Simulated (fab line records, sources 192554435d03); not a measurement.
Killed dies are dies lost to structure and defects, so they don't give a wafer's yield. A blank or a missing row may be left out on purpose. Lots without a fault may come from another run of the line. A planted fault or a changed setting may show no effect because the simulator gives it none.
Split-lot experiment | flow n5_finfet | 7 lots, 21 wafers read, on a route of 1938 steps

THE SPLIT
At N5_DUMMY_GATE_EXPOSE_12 (exposes mask GATE, target cd 25 nm), the setting dose_mj was moved away from the recipe's 34 on 7 of the 21 wafers read, by -6.7% to +7.2%. The other wafers ran this setting at the recipe's value.

FROM THE SPLIT TO THE READING: what the file shows between them, 2 steps
- N5_DUMMY_GATE_PEB_13: peb time 60 s
- N5_DUMMY_GATE_DEVELOP_14: develop time 30 s

THE READING
cd_nm, in nm, at N5_DUMMY_GATE_CD_MEAS_15 (target cd 25.8 nm). Fault-free wafers of this fab line usually give 24.92 nm, standard deviation 0.23 nm.

wafer  | tool, chamber at the split | dose_mj as run | against the recipe | cd_nm, nm | against lot-mates on the recipe
L075.2 | euv_scanner-01, 0          | 34             | recipe             | 25.10     | -
L075.3 | euv_scanner-01, 0          | 35.67          | +4.9%              | 24.28     | -0.64
L075.6 | euv_scanner-01, 0          | 34             | recipe             | 24.74     | -
L083.1 | euv_scanner-02, 0          | 34             | recipe             | 25.21     | -
L083.4 | euv_scanner-02, 0          | 34             | recipe             | 25.05     | -
L083.5 | euv_scanner-02, 0          | 35.89          | +5.6%              | 23.89     | -1.24
L086.3 | euv_scanner-01, 0          | 34             | recipe             | 24.50     | -
L086.5 | euv_scanner-01, 0          | 34             | recipe             | 24.90     | -
L086.6 | euv_scanner-01, 0          | 34             | recipe             | 25.06     | -
L087.2 | euv_scanner-02, 0          | 34             | recipe             | 24.94     | -
L087.3 | euv_scanner-02, 0          | 34             | recipe             | 24.76     | -
L087.6 | euv_scanner-02, 0          | 31.73          | -6.7%              | 26.45     | +1.60
L091.2 | euv_scanner-01, 0          | 35.23          | +3.6%              | 24.19     | -0.75
L091.3 | euv_scanner-01, 0          | 34             | recipe             | 24.94     | -
L091.5 | euv_scanner-01, 0          | 35.23          | +3.6%              | 24.30     | -0.64
L093.2 | euv_scanner-02, 0          | 36.44          | +7.2%              | 23.58     | -1.24
L093.5 | euv_scanner-02, 0          | 36.44          | +7.2%              | 23.92     | -0.90
L093.6 | euv_scanner-02, 0          | 34             | recipe             | 24.82     | -
L095.2 | euv_scanner-02, 0          | 34             | recipe             | 25.09     | -
L095.3 | euv_scanner-02, 0          | 34             | recipe             | 24.77     | -
L095.6 | euv_scanner-02, 0          | 34             | recipe             | 25.21     | -

THE FIT
A straight line over all 21 wafers: cd_nm changes by -0.184 nm for each +1% of dose_mj; r = -0.95; the points scatter about the line by 0.2 nm.
The same after taking each lot's own level away (the mean of its wafers on the recipe; 21 wafers): -0.184 nm for each +1%; r = -0.95; scatter 0.2 nm.
On that fit, the largest move of dose_mj shifts the reading by 1.3 nm.
The lots' own levels span 24.820 to 25.130 nm, that is 1.3 times the standard deviation above.
So the lot-to-lot level changes the slope little: the two slopes agree.
Check: with one of the wafers moved furthest among these (+7.2%) left out of the fit, the line predicts -1.29 nm for it against its lot-mates. It came out at -1.24 nm against them.

OTHER SPLITS ON THESE WAFERS
These wafers also went through other splits before the reading. Each is held against what the fit with the lots' levels taken away leaves over:
other split on the same wafers        | wafers away from the commonest value | r with cd_nm (lot level and that fit taken away)
N5_WELL_APT_EXPOSE_05 dose_mj         | 8                                    | -0.08
N5_WELL_APT_DEVELOP_07 develop_time_s | 8                                    | -0.17
N5_FIN_SAQP_ALD_61 temp_c             | 9                                    | -0.15
N5_FIN_SAQP_PECVD_47 time_s           | 6                                    | -0.49

THE WHOLE CHAIN: every reading that the file lists as answering this split, in the file's order
step                     | what it does                             | reading                                                           | change (the file's fit)               | r (the file's)
N5_DUMMY_GATE_CD_MEAS_15 | target cd 25.8 nm                        | cd_nm                                                             | -0.188 nm for each +1% of the setting | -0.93
N5_DUMMY_GATE_TRIM_49    | chemistry O2, time 29 s, target cd 14 nm | DUMMY_GATE.cd_nm (the simulator's own value, which no gauge read) | -0.159 nm for each +1% of the setting | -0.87

THE FILE'S OWN FIT
cd_nm changes by -0.188 nm for each +1% of dose_mj, r = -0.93.
